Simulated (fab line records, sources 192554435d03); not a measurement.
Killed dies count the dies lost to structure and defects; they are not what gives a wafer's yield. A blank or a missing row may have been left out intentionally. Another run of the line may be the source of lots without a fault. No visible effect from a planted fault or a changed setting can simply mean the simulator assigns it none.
Lot-split experiment -- flow n5 finfet -- route with 1938 steps; 7 lots, 21 wafers read

== ON THE SPLIT ==
At N5_BEOL_M15_PEB_26 (peb time 90 s), the setting peb temp c was moved away from the recipe's 130 C on 7 of the 21 wafers read, by -1.2% to +1.8%. The other wafers ran this setting at the recipe's value.

== FROM THE SPLIT TO THE READING: what the file shows between them, 2 steps ==
- N5_BEOL_M15_DEVELOP_27: develop time 45 s
- N5_BEOL_M15_HARDBAKE_32: time 120 s

== THE READING ==
cd nm at N5_BEOL_M15_CD_MEAS_28, given in nm (cd target 407.6 nm). A value of 407.8 nm with a standard deviation of 2 nm is what fault-free wafers of this fab line usually give.

wafer,"tool, chamber at the split","peb temp c as run, C",against the recipe,"cd nm, nm",against lot-mates on the recipe
L075.2,"litho track-04, 0",130,recipe,411.5,-
L075.4,"litho track-04, 0",130,recipe,411.0,-
L075.6,"litho track-04, 0",130,recipe,409.2,-
L074.1,"litho track-01, 0",130,recipe,408.3,-
L074.2,"litho track-01, 0",132.4,+1.8%,419.8,+10.7
L074.4,"litho track-01, 0",130,recipe,409.9,-
L085.2,"litho track-01, 0",128.4,-1.2%,402.9,-5.8
L085.4,"litho track-01, 0",130,recipe,408.7,-
L085.5,"litho track-01, 0",128.4,-1.2%,399.8,-8.9
L082.2,"litho track-04, 0",131.6,+1.2%,414.0,+7.7
L082.3,"litho track-04, 0",131.6,+1.2%,413.4,+7.1
L082.4,"litho track-04, 0",130,recipe,406.3,-
L088.2,"litho track-05, 0",130,recipe,405.5,-
L088.4,"litho track-05, 0",130,recipe,406.0,-
L088.6,"litho track-05, 0",130,recipe,407.2,-
L091.1,"litho track-05, 0",130,recipe,404.3,-
L091.2,"litho track-05, 0",130,recipe,403.9,-
L091.6,"litho track-05, 0",130,recipe,405.7,-
L097.2,"litho track-05, 0",130,recipe,410.6,-
L097.4,"litho track-05, 0",128.6,-1.1%,403.5,-7.1
L097.5,"litho track-05, 0",128.6,-1.1%,400.1,-10.5

THE FIT
A straight line over all 21 wafers: cd nm changes by +5.55 nm for each +1% of peb temp c; r = +0.89; the points scatter about the line by 2.3 nm.
The same after taking each lot's own level away (the mean of its wafers on the recipe; 21 wafers): +6.36 nm for each +1%; r = +0.97; scatter 1.2 nm.
That fit puts the effect of the largest move of peb temp c on the reading at 12 nm.
Measured against the standard deviation above, the lots' own levels, which go from 404.63 to 410.60 nm, span 3.0 times it.
So the lot-to-lot level changes the slope: the two fits differ.
Check: with one of the wafers moved furthest among these (+1.8%) left out of the fit, the line predicts +11.9 nm for it against its lot-mates. Against them it came out at +10.7 nm.

== OTHER SPLITS ON THESE WAFERS ==
These wafers also went through other splits before the reading. Each is held against what the fit with the lots' levels taken away leaves over:
other split on the same wafers,wafers away from the commonest value,r with cd nm (lot level and that fit taken away)
N5_BEOL_M13_EXPOSE_07 dose mj,5,+0.03
N5_BEOL_M14_TRENCH_ETCH_34 time s,4,+0.16
N5_BEOL_M14_SPUTTER_45 power w,8,+0.02

== THE WHOLE CHAIN: every reading that the file lists as answering this split, in the file's order ==
step,what it does,reading,change (the file's fit),r (the file's)
N5_BEOL_M15_CD_MEAS_28,target cd 407.6 nm,cd nm,+6.24 nm for each +1% of the setting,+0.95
N5_BEOL_M15_DESCUM_33,"chemistry O2, time 7.9 s","BEOL_M15.cd nm (the simulator's own value, which no gauge read)",+6.23 nm for each +1% of the setting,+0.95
N5_BEOL_M15_ETCH_61,"etches BARC in N2/H2, target depth 89 nm, overetch 26.7 nm, time 67.9 s","BEOL_M15.cd nm (the simulator's own value, which no gauge read)",+6.03 nm for each +1% of the setting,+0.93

== THE FILE'S OWN FIT ==
cd nm changes by +6.24 nm for each +1% of peb temp c, r = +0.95.
